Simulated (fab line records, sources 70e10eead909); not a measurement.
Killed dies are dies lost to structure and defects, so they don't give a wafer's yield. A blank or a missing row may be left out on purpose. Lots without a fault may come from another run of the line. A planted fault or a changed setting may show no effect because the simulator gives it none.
A struck lot beside a sound one | flow nand_harc | 16 steps out of a route of 1302
Sound: wafers L763.2, L763.3, L763.6. Struck: wafers L773.1, L773.5, L773.6. The cause comes at the end.
At each step with rows: each side's tool, then ch and its chambers, then its first start. Under that, the readings that differ: sound wafers | struck wafers | difference of the means | sigmas: that difference in standard deviations of wafers without a fault.
alike: readings whose means differ by less than 2 such deviations, and words and numbers that are the same on both sides. not compared: withheld readings, readings that some wafer has no value for, bounds like >300 that may hide the same value, and numbers for which the record gives no deviation and whose values overlap.
The two part at a step that has a row with sigmas, a row that says differs or no value, or rows on one side only. Numbers that don't overlap but have no deviation are shown without sigmas and don't part them. A reading that every wafer of one side lacks parts them only if that side has two wafers or more.

NHARC_A_ONON_D2_THK_MEAS_11: measures by ellipsometry.
  sound on film_metro-01, day 13 16:39; struck on film_metro-02, day 18 01:53
  alike: thk_nm
then, 1 step without rows for these wafers: NHARC_A_ONON_D2_DEP_12 (target thk 1000 nm).
NHARC_A_ONON_D2_THK_MEAS_14: measures by ellipsometry.
  sound on film_metro-01, day 13 17:13; struck on film_metro-02, day 18 02:27
  alike: thk_nm
then, 2 steps without rows for these wafers: NHARC_A_ONON_D2_ANNEAL_15 (time 3600 s); NHARC_A_ONON_D2_DEP_16 (target thk 1000 nm).
NHARC_A_ONON_D2_THK_MEAS_18: measures by ellipsometry.
  sound on film_metro-01, day 14 00:34; struck on film_metro-02, day 18 13:03
  reading     | sound          | struck         | difference | sigmas
  thk_nm (nm) | 1024 1026 1025 | 1005 1004 1006 | -20        | -2
then, 1 step without rows for these wafers: NHARC_A_ONON_D2_DEP_19 (target thk 1000 nm).
NHARC_A_ONON_D2_THK_MEAS_21: measures by ellipsometry.
  sound on film_metro-02, day 14 01:08; struck on film_metro-01, day 18 13:37
  alike: thk_nm
then, 1 step without rows for these wafers: NHARC_A_ONON_D2_DEP_22 (target thk 1000 nm).
NHARC_A_ONON_D2_THK_MEAS_24: measures by ellipsometry.
  sound on film_metro-02, day 14 01:42; struck on film_metro-02, day 18 14:11
  alike: thk_nm
then, 1 step without rows for these wafers: NHARC_A_ONON_D2_DEP_25 (target thk 1000 nm).
NHARC_A_ONON_D2_THK_MEAS_27: measures by ellipsometry.
  sound on film_metro-01, day 14 02:16; struck on film_metro-01, day 18 14:44
  alike: thk_nm
NHARC_A_ONON_D2_DEP_28: target thk 1000 nm.
  sound on pecvd_onon-03 ch 0, day 14 02:23; struck on pecvd_onon-03 ch 0, day 18 14:48
NHARC_A_ONON_D2_THK_MEAS_30: measures by ellipsometry.
  sound on film_metro-01, day 14 02:50; struck on film_metro-01, day 18 15:18
  reading     | sound          | struck         | difference | sigmas
  thk_nm (nm) | 1000 1000 1000 | 1493 1492 1492 | +492       | +49
NHARC_A_ONON_D2_DEP_33: deposits SiO2, target thk 200 nm.
  sound on pecvd-04 ch 0,2, day 14 02:53; struck on pecvd-02 ch 0,1,2, day 18 15:27
  alike: heater_power_w, showerhead_vpp_V, throttle_valve_pct
-- the record jumps here: 11 days lie between the struck wafers' starts before and after (it left off in module A_ONON_D2 and takes up again in module END, whose first step shown is number 1302 of the route) --
NHARC_END_SORT_01:
  sound on prober-02 ch 0, day 25 19:28; struck on prober-01 ch 0, day 29 18:44
  reading         | sound    | struck      | difference | sigmas
  killed_at_array | 33 50 35 | 673 673 671 | +633       | +40
  killed_dies     | 42 55 39 | 677 677 677 | +632       | +39
  alike: killed_at_other, killed_at_periphery, killed_open, killed_short

WHERE THEY PART
First at NHARC_A_ONON_D2_THK_MEAS_18; last, within this record, at NHARC_END_SORT_01.

WHY: what the simulator had put in
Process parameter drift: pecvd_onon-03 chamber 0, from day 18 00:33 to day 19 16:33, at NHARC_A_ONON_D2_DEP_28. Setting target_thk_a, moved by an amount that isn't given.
